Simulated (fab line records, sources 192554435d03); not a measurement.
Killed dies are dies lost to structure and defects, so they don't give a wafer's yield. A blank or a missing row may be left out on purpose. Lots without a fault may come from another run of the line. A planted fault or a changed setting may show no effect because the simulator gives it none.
Which tool did it? | flow n5_finfet | 12 lots, 33 wafers sampled, at 2 steps of a route of 1938

WHAT THE GAUGES READ, wafer by wafer
N5_BEOL_M9_CD_MEAS_35: target cd 70 nm, target cd y 40 nm. Usual: cd_nm 69.7 nm, standard deviation 0.64.
lot  | measured     | on        | cd_nm (nm)     | flag
L818 | day 15 15:20 | cd_sem-02 | 69.1 69.9 68.6 |
L821 | day 15 20:49 | cd_sem-02 | 69.5 70.5 69.0 |
L817 | day 17 06:42 | cd_sem-03 | 70.4 70.1 69.3 |
L827 | day 17 19:34 | cd_sem-01 | 69.4 69.1 70.2 |
L819 | day 18 17:37 | cd_sem-03 | 70.1 69.2 69.3 |
L833 | day 20 01:11 | cd_sem-01 | 68.8 69.9 69.1 |
L832 | day 20 04:17 | cd_sem-03 | 69.8 69.5 69.4 |
L836 | day 21 02:20 | cd_sem-01 | 70.4 69.8      |
L838 | day 21 02:28 | cd_sem-03 | 69.5 71.1 70.0 |
L837 | day 21 23:37 | cd_sem-03 | 70.5 69.8      |
L839 | day 22 02:28 | cd_sem-01 | 69.3 69.2 70.1 |
L840 | day 22 06:52 | cd_sem-02 | 69.0 69.6      |

WHICH TOOL RAN EACH LOT (tool, then ch and the chambers of the sampled wafers, then the start)
lot  | N5_BEOL_M9_VIA_ETCH_34
L818 | rie_diel-01 ch 1,3, day 15 14:54
L821 | rie_diel-05 ch 0,1, day 15 20:16
L817 | rie_diel-05 ch 0,1,3, day 17 06:16
L827 | rie_diel-04 ch 0,1,2, day 17 19:08
L819 | rie_diel-01 ch 0,1, day 18 17:11
L833 | rie_diel-04 ch 0,3, day 20 00:46
L832 | rie_diel-04 ch 0,2, day 20 03:52
L836 | rie_diel-05 ch 1,2, day 21 01:55
L838 | rie_diel-01 ch 0,3, day 21 02:01
L837 | rie_diel-05 ch 0,2, day 21 23:10
L839 | rie_diel-01 ch 0,1,2, day 22 02:02
L840 | rie_diel-01 ch 1, day 22 06:20
- N5_BEOL_M9_VIA_ETCH_34: etches SiCOH lowk in C4F6/O2, target depth 182.4 nm, time 68.4 s.

WHAT THE TOOLS THEMSELVES READ (means of the sampled wafers that have a number; where no wafer has one, the mark that the record gives instead)
N5_BEOL_M9_VIA_ETCH_34. Usual: drypump_motor_current_A 5.6 A, standard deviation 0.4; oes_product_au 0.80 a.u., standard deviation 0.095; rf_vpp_V 669 V, standard deviation 15; showerhead_plenum_p_Torr 2.84 Torr, standard deviation 0.066; throttle_valve_pct 20.80 %, standard deviation 0.17.
lot  | tool        | drypump_motor_current_A (A) | oes_product_au (a.u.) | rf_vpp_V (V) | showerhead_plenum_p_Torr (Torr) | throttle_valve_pct (%) | flag
L818 | rie_diel-01 | 5.8                         | 0.78                  | 676          | 2.85                            | 20.68                  |
L821 | rie_diel-05 | 5.5                         | 0.93                  | 660          | 2.80                            | 20.70                  |
L817 | rie_diel-05 | 5.7                         | 0.90                  | 654          | 2.79                            | 20.68                  |
L827 | rie_diel-04 | 5.3                         | 0.90                  | 676          | 2.91                            | 20.94                  |
L819 | rie_diel-01 | 5.4                         | 0.71                  | 664          | 2.81                            | 20.78                  |
L833 | rie_diel-04 | 5.6                         | 0.71                  | 688          | 2.87                            | 20.92                  |
L832 | rie_diel-04 | 5.2                         | 0.85                  | 670          | 2.93                            | 20.84                  |
L836 | rie_diel-05 | 5.8                         | 0.77                  | 666          | 2.79                            | 20.73                  |
L838 | rie_diel-01 | 5.8                         | 0.77                  | 668          | 2.81                            | 20.66                  |
L837 | rie_diel-05 | 5.5                         | 0.77                  | 663          | 2.80                            | 20.85                  |
L839 | rie_diel-01 | 5.6                         | 0.72                  | 660          | 2.80                            | 20.82                  |
L840 | rie_diel-01 | 5.6                         | 0.70                  | 672          | 2.83                            | 20.80                  |

THE ANSWER, worked out from the rows above alone
Rule: a lot is off if the mean of its wafers that have a number lies more than 3 standard deviations from the usual mean. A lot without any number at a reading at which 4 lots or more have one is off too. The other lots that the step has rows for count as sound. The gauges are gone through in route order, then the tools' own readings, and for those a lot's mean is taken as printed above. The first step at which some lot is off is used, and at that step the reading that is off furthest; a lot without a number counts as furthest.
No lot is off at any reading shown: from this, nothing can be told.

WHAT THE SIMULATOR HAD PUT IN
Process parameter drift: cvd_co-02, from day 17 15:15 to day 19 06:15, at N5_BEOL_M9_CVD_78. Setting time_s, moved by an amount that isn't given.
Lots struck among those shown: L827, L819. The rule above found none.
